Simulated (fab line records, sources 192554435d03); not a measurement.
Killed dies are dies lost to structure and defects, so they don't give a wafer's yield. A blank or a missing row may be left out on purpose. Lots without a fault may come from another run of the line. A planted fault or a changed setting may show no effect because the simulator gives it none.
fab line records | flow n5_finfet
record lots=11 wafers=32 last_day=16
route steps=1938 shown BEOL_M12@1646 BEOL_M13@1665 PASSIVATION@1936
lots that met no fault: from a run of the same line without faults
start_h: hours from the record's first day to the start of the lot's first wafer shown | wait_h: hours since the lot's step before | " the same as in the row above | L1.1+2: a row that stands for several wafers | - no value, or no start given | * or withheld: withheld | < > ~ a bound
route shown NAME@n: a module of which the file shows steps, and the number in the route of the first | usual: mean/standard deviation of fault-free wafers | same: alike in all rows | chamber/n: place in a boat | sites: the reading at each site | _std_site: their standard deviation | _edge_site: outer sites' mean less inner sites' | radius_mm: how far each site lies from the wafer's centre | mask NAME#n: copy n | behind: the tool/chamber that last shaped the wafer | hold: why the lot was held/for how many hours/how that ended | device: the transistor (n, p or np) that didn't switch | end of line: the same wafers' tests at the end of the route | a step without rows: its recipe alone | killed: dies lost to structure and defects at the first sort, not the wafer's yield | map: a wafer's dies, x killed, . not, _ none there
set.NAME: the setting as run; set.NAME@STEP: as run at that earlier step | model.NAME: the simulator's own value behind a step, which no gauge read
steps of the route over a sample of lots; a table a step, a row a wafer
services: from which hour (start_h, from the record's first day; less than 0 if before it) a tool's chamber was out of use, for how many hours, and why
## steps
# step N5_BEOL_M12_DEGAS_41
# recipe ambient=vacuum temp_c=250 time_s=60
# usual heater_power_w=325/34
# columns lot.wafer tool chamber start_h wait_h heater_power_w
L822.2 pvd_sputter-01 - 239.21 0.2 361
L822.5 " - " " 307
L822.6 " - " " 280
L821.2 pvd_sputter-01 - 245.23 0.1 366
L821.4 " - " " 337
L821.6 " - " " 363
L823.3 pvd_sputter-01 - 246.85 0.0 374
L823.4 " - " " 278
L823.5 " - " " 333
L824.1 pvd_sputter-02 - 254.14 1.2 304
L824.2 " - " " 337
L824.5 " - " " 341
L825.1 pvd_sputter-01 - 258.21 0.2 299
L825.4 " - " " 279
L825.6 " - " " 340
L826.4 pvd_sputter-01 - 265.10 0.6 369
L826.6 " - " " 342
L829.3 pvd_sputter-01 - 289.92 0.3 368
L829.5 " - " " 279
L829.6 " - " " 305
L831.1 pvd_sputter-02 - 310.68 0.7 309
L831.3 " - " " 344
L831.4 " - " " 401
L836.1 pvd_sputter-03 - 336.12 0.4 324
L836.4 " - " " 302
L836.6 " - " " 284
L838.3 pvd_sputter-02 - 340.25 0.1 311
L838.4 " - " " 336
L838.6 " - " " 346
L839.1 pvd_sputter-03 - 357.49 2.0 282
L839.3 " - " " 322
L839.4 " - " " 329
# step N5_BEOL_M12_SPUTTER_44
# recipe material=Ta target_thk_a=100 temp_c=50 bias_v=80 power_w=15000 chamber_pressure_pa=0.07 time_s=16.13
# usual throttle_valve_pct=29.9/0.98
# columns lot.wafer tool chamber start_h wait_h throttle_valve_pct
L822.2 pvd_sputter-01 - 239.37 0.0 30.4
L822.5 " - " " 30.4
L822.6 " - " " 30.0
L821.2 pvd_sputter-01 - 245.39 0.0 30.2
L821.4 " - " " 27.7
L821.6 " - " " 30.6
L823.3 pvd_sputter-01 - 247.01 0.0 30.5
L823.4 " - " " 30.0
L823.5 " - " " 27.5
L824.1 pvd_sputter-02 - 254.30 0.0 30.1
L824.2 " - " " 30.4
L824.5 " - " " 30.2
L825.1 pvd_sputter-01 - 258.37 0.0 30.4
L825.4 " - " " 29.6
L825.6 " - " " 27.6
L826.4 pvd_sputter-01 - 265.26 0.0 30.7
L826.6 " - " " 27.6
L829.3 pvd_sputter-01 - 290.08 0.0 30.4
L829.5 " - " " 29.9
L829.6 " - " " 30.2
L831.1 pvd_sputter-02 - 310.84 0.0 30.5
L831.3 " - " " 30.2
L831.4 " - " " 30.4
L836.1 pvd_sputter-03 - 336.28 0.0 28.3
L836.4 " - " " 30.3
L836.6 " - " " 30.0
L838.3 pvd_sputter-02 - 340.41 0.0 30.6
L838.4 " - " " 30.5
L838.6 " - " " 30.5
L839.1 pvd_sputter-03 - 357.65 0.0 29.6
L839.3 " - " " 31.5
L839.4 " - " " 28.7
# step N5_BEOL_M13_EXPOSE_07
# recipe mask_id=V12 na=0.93 source_shape=conventional sigma_outer=0.6 polarization=unpolarized attpsm_phase_deg=180 dose_mj=24.8
# usual exposure_dose_mJ_cm2=24.93/0.12 focus_offset_nm=0.0/0.49
# columns lot.wafer tool chamber start_h wait_h mask exposure_dose_mJ_cm2 focus_offset_nm
L822.2 krf_scanner-01 0 240.90 - V12#0 25.05 -0.7
L822.5 " 0 " " V12#0 25.05 0.6
L822.6 " 0 " " V12#0 25.05 0.1
L821.2 krf_scanner-02 0 246.95 - V12#0 24.81 -0.3
L821.4 " 0 " " V12#0 24.80 0.6
L821.6 " 0 " " V12#0 24.78 0.4
L823.3 krf_scanner-02 0 248.54 - V12#0 24.79 -0.3
L823.4 " 0 " " V12#0 24.78 -0.3
L823.5 " 0 " " V12#0 24.76 -0.2
L824.1 krf_scanner-02 0 256.15 - V12#0 24.78 -0.7
L824.2 " 0 " " V12#0 24.82 -0.4
L824.5 " 0 " " V12#0 24.80 -0.4
L825.1 krf_scanner-01 0 260.27 - V12#0 25.06 0.1
L825.4 " 0 " " V12#0 25.01 0.5
L825.6 " 0 " " V12#0 25.04 0.3
L826.4 krf_scanner-01 0 267.33 - V12#0 25.04 0.0
L826.6 " 0 " " V12#0 25.08 0.7
L829.3 krf_scanner-02 0 291.51 - V12#0 25.82 -0.1
L829.5 " 0 " " V12#0 25.86 0.1
L829.6 " 0 " " V12#0 25.83 0.1
L831.1 krf_scanner-02 0 312.37 - V12#0 25.69 0.8
L831.3 " 0 " " V12#0 25.68 0.4
L831.4 " 0 " " V12#0 25.71 -0.2
L836.1 krf_scanner-01 0 338.25 - V12#0 25.06 -1.0
L836.4 " 0 " " V12#0 25.05 -0.7
L836.6 " 0 " " V12#0 25.06 -1.0
L838.3 krf_scanner-01 0 343.26 - V12#0 25.08 -0.3
L838.4 " 0 " " V12#0 25.07 0.0
L838.6 " 0 " " V12#0 25.06 0.2
L839.1 krf_scanner-01 0 359.18 - V12#0 25.04 -0.1
L839.3 " 0 " " V12#0 25.03 -0.7
L839.4 " 0 " " V12#0 25.07 -0.1
# step N5_BEOL_M13_DESCUM_15
# recipe chemistry=O2 time_s=7.9 source_power_w=50 bias_power_w=20 pressure_mtorr=20 rf_frequency_hz=2.712e+07 temp_c=40 o2_flow_sccm=225
# usual drypump_motor_current_A=5.9/0.31 oes_product_au=0.78/0.077 rf_vpp_V=243.1/1.4 showerhead_plenum_p_Torr=2.09/0.066 throttle_valve_pct=20.43/0.2
# columns lot.wafer tool chamber start_h wait_h drypump_motor_current_A oes_product_au rf_hours_counter_h rf_vpp_V showerhead_plenum_p_Torr throttle_valve_pct
L822.2 rie_diel-05 3 241.18 0.1 6.1 0.73 198 244.5 2.14 20.42
L822.5 " 3 " " 6.1 0.73 - 243.5 2.14 20.41
L822.6 " 0 " " 5.6 0.74 - 241.4 2.06 20.48
L821.2 rie_diel-05 2 247.35 0.2 5.7 0.85 61 242.8 2.06 20.45
L821.4 " 1 " " 5.5 0.77 162 241.3 2.02 20.74
L821.6 " 2 " " 5.7 0.85 - 243.0 2.06 20.44
L823.3 rie_diel-02 0 248.79 0.0 5.6 0.70 204 245.6 2.16 20.49
L823.4 " 2 " " 6.1 0.93 15 246.5 2.25 20.39
L823.5 " 0 " " 5.6 0.71 - 243.1 2.16 20.48
L824.1 rie_diel-05 3 256.41 0.0 6.1 0.72 204 243.0 2.14 20.42
L824.2 " 2 " " 5.7 0.84 65 241.9 2.06 20.48
L824.5 " 3 " " 6.1 0.71 - 243.8 2.14 20.43
L825.1 rie_diel-01 2 260.72 0.2 5.6 0.85 53 242.5 2.10 20.09
L825.4 " 0 " " 6.1 0.89 29 243.3 2.12 20.01
L825.6 " 2 " " 5.6 0.85 - 242.4 2.10 20.08
L826.4 rie_diel-05 2 267.57 0.0 5.7 0.84 68 242.1 2.06 20.45
L826.6 " 0 " " 5.5 0.74 - 242.9 2.05 20.51
L829.3 rie_diel-05 0 291.76 0.0 5.5 0.73 230 242.3 2.05 20.52
L829.5 " 2 " " 5.7 0.83 - 242.1 2.05 20.46
L829.6 " 1 " " 5.5 0.75 - 240.2 2.01 20.75
L831.1 rie_diel-02 1 312.63 0.0 6.5 0.69 209 243.8 2.03 20.35
L831.3 " 3 " " 6.1 0.90 42 242.6 2.12 20.53
L831.4 " 0 " " 5.6 0.70 222 243.9 2.15 20.53
L836.1 rie_diel-05 0 338.51 0.0 5.5 0.71 243 241.9 2.05 20.55
L836.4 " 1 " " 5.5 0.75 187 241.5 2.01 20.78
L836.6 " 2 " " 5.7 0.81 - 242.0 2.05 20.49
L838.3 rie_diel-01 1 343.51 0.0 6.2 0.73 177 243.3 2.06 20.12
L838.4 " 0 " " 6.1 0.85 55 243.0 2.11 20.05
L838.6 " 0 " " 6.1 0.84 - 242.1 2.11 20.05
L839.1 rie_diel-02 1 359.90 0.5 6.5 0.68 222 242.9 2.03 20.37
L839.3 " 3 " " 6.1 0.87 56 243.6 2.11 20.55
L839.4 " 2 " " 6.1 0.89 47 246.0 2.23 20.45
# step N5_PASSIVATION_PROBE_49
# usual defect_limited_yield=91.2/1.5 killed_at_M0_to_M3=31/10 killed_at_M4_up=15/5.9 killed_at_contacts=13/6 killed_at_front_end=41/11 killed_at_other=4/3.1 killed_dies=104/18 killed_open=68/13 killed_short=33/8.1 sort_bin_5_function=5.1/1.1 sort_bin_6_memory=3.2/0.69 sort_bin_8_speed=0.01/0.045 sort_n_pass=1076/18
# same gross_dies=1180 killed_at_back_side=0 sort_bin_4_leakage[%]=0
# columns lot.wafer tool chamber start_h wait_h defect_limited_yield[%] killed_at_M0_to_M3 killed_at_M4_up killed_at_contacts killed_at_front_end killed_at_other killed_dies killed_open killed_short sort_bin_5_function[%] sort_bin_6_memory[%] sort_bin_8_speed[%] sort_n_pass
L825.1 prober-01 - 290.25 0.0 91.3 20 24 11 44 4 103 70 33 4.6 4.0 0 1077
L825.4 prober-01 - 290.40 0.2 89.3 31 11 20 59 5 126 82 34 5.9 3.9 0 1054
L825.6 prober-01 - 290.50 0.3 92.9 23 15 17 29 0 84 54 29 4.2 2.6 0 1096
L831.1 prober-01 - 342.66 0.9 91.7 41 14 11 30 2 98 60 37 5.1 2.8 0 1082
L831.3 prober-01 - 342.76 1.0 90.5 49 13 10 38 2 112 74 37 5.8 3.2 0.25 1065
L831.4 prober-01 - 342.81 1.0 90.0 46 10 3 58 1 118 76 41 5.8 3.7 0 1062
L838.3 prober-01 - 379.16 0.1 90.8 37 20 21 29 1 108 71 34 5.2 3.5 0.25 1072
L838.4 prober-01 - 379.21 0.2 90.5 28 12 15 55 2 112 73 36 5.3 3.9 0.17 1068
L838.6 prober-01 - 379.31 0.3 91.2 40 11 12 39 2 104 74 22 5.1 3.0 0 1076
# killed by level:class
L825.1 FIN_SAQP:geometric_particle:short=9 STI_FIN_REVEAL:geometric_particle:open=9 BEOL_M0_SAQP:geometric_particle:open=9 MOL_CONTACT_COAG:geometric_particle:open=8 BEOL_M4:geometric_particle:open=8 FIN_SAQP:geometric_particle:open=6 BEOL_M0_SAQP:geometric_particle:short=5 BEOL_M7:geometric_particle:open=5
L825.4 MOL_CONTACT_COAG:geometric_particle:open=19 STI_FIN_REVEAL:geometric_particle:open=13 FIN_SAQP:geometric_particle:open=11 GATE_CUT:geometric_particle:short=9 BEOL_M0_SAQP:geometric_particle:open=8 BEOL_M2:geometric_particle:open=7 HKMG_FIN:area_etch=7 FIN_SAQP:geometric_particle:short=5
L825.6 MOL_CONTACT_COAG:geometric_particle:open=11 BEOL_M0_SAQP:geometric_particle:open=8 FIN_SAQP:geometric_particle:open=6 MOL_CONTACT_COAG:geometric_particle:short=6 BEOL_M0_SAQP:geometric_particle:short=6 GATE_CUT:geometric_particle:short=5 FIN_SAQP:geometric_particle:short=4 STI_FIN_REVEAL:geometric_particle:open=4
L831.1 BEOL_M2:geometric_particle:open=11 BEOL_M0_SAQP:geometric_particle:short=10 FIN_SAQP:geometric_particle:open=9 MOL_CONTACT_COAG:geometric_particle:open=9 BEOL_M0_SAQP:geometric_particle:open=8 STARTING-WAFER:geometric_particle:short=7 BEOL_M0:geometric_particle:open=6 BEOL_M4:geometric_particle:open=6
L831.3 BEOL_M2:geometric_particle:open=15 FIN_SAQP:geometric_particle:open=12 BEOL_M0_SAQP:geometric_particle:open=12 FIN_SAQP:geometric_particle:short=8 BEOL_M2:geometric_particle:short=7 MOL_CONTACT_COAG:geometric_particle:open=6 BEOL_M0_SAQP:geometric_particle:short=6 MOL_CONTACT_COAG:geometric_particle:short=4
L831.4 FIN_SAQP:geometric_particle:open=21 BEOL_M2:geometric_particle:open=19 BEOL_M0_SAQP:geometric_particle:short=10 FIN_SAQP:geometric_particle:short=8 STI_FIN_REVEAL:geometric_particle:open=4 DUMMY_GATE:geometric_particle:open=4 GATE_CUT:geometric_particle:short=4 BEOL_M1:geometric_particle:open=4
L838.3 MOL_CONTACT_COAG:geometric_particle:open=17 FIN_SAQP:geometric_particle:short=8 BEOL_M4:geometric_particle:open=8 BEOL_M2:geometric_particle:open=8 BEOL_M3:geometric_particle:open=7 BEOL_M5:geometric_particle:open=6 FIN_SAQP:geometric_particle:open=5 BEOL_M0_SAQP:geometric_particle:short=5
L838.4 MOL_CONTACT_COAG:geometric_particle:open=12 FIN_SAQP:geometric_particle:open=11 STI_FIN_REVEAL:geometric_particle:open=11 BEOL_M0_SAQP:geometric_particle:short=10 FIN_SAQP:geometric_particle:short=6 STI_FIN_REVEAL:geometric_particle:short=6 DUMMY_GATE:geometric_particle:open=6 BEOL_M2:geometric_particle:open=6
L838.6 STI_FIN_REVEAL:geometric_particle:open=11 MOL_CONTACT_COAG:geometric_particle:open=10 BEOL_M2:geometric_particle:open=10 FIN_SAQP:geometric_particle:open=9 BEOL_M3:geometric_particle:open=8 BEOL_M0_SAQP:geometric_particle:open=6 HKMG_FIN:area_etch=6 BEOL_M1:geometric_particle:open=5
## services
# columns tool chamber start_h hours kind
krf_scanner-02 - 221.29 0.9 repair
krf_scanner-01 - 226.28 1.4 repair
krf_scanner-02 - 230.20 4.4 pm
rie_diel-02 1 230.86 7.7 repair
krf_scanner-01 - 232.97 0.6 repair
rie_diel-02 2 237.49 1.5 repair
krf_scanner-01 - 238.59 1.6 repair
krf_scanner-02 - 263.41 13.1 repair
krf_scanner-01 - 264.05 0.9 repair
rie_diel-01 - 271.14 0.8 repair
krf_scanner-01 - 276.53 1.3 pm
krf_scanner-01 - 284.76 4.0 repair
krf_scanner-02 0 298.89 - calibration
rie_diel-05 2 301.90 1.7 repair
krf_scanner-02 - 308.35 1.0 pm
krf_scanner-01 0 330.12 - calibration
krf_scanner-02 - 343.25 3.6 pm
rie_diel-05 3 343.35 14.3 repair
rie_diel-01 3 345.53 1.9 repair
rie_diel-02 - 350.58 7.0 repair
pvd_sputter-03 - 352.72 1.3 repair
krf_scanner-02 - 358.04 4.4 pm
## key
first_sign step=N5_BEOL_M13_EXPOSE_07 reading=exposure_dose_mJ_cm2 direction=up sigmas=6.7 usual=24.93 struck=25.77
effect none on later readings
met_at N5_BEOL_M13_EXPOSE_07
struck_lots L829,L831
loop_trim step=N5_BEOL_M13_EXPOSE_07 setting=dose lots=L831
not_acting_at N5_BEOL_M12_DEGAS_41,N5_BEOL_M12_SPUTTER_44,N5_BEOL_M13_DESCUM_15
onset_between 256.15 291.51
fault kind=process_parameter_drift tool=krf_scanner-02 chamber=- onset_h=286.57 steps=N5_BEOL_M13_EXPOSE_07 channel=dose_mj offset=1.0501 shape=step acts_in=these_recipes_only stated=24.8
# loop_trim: a control loop set the setting to another value than it would have without faults
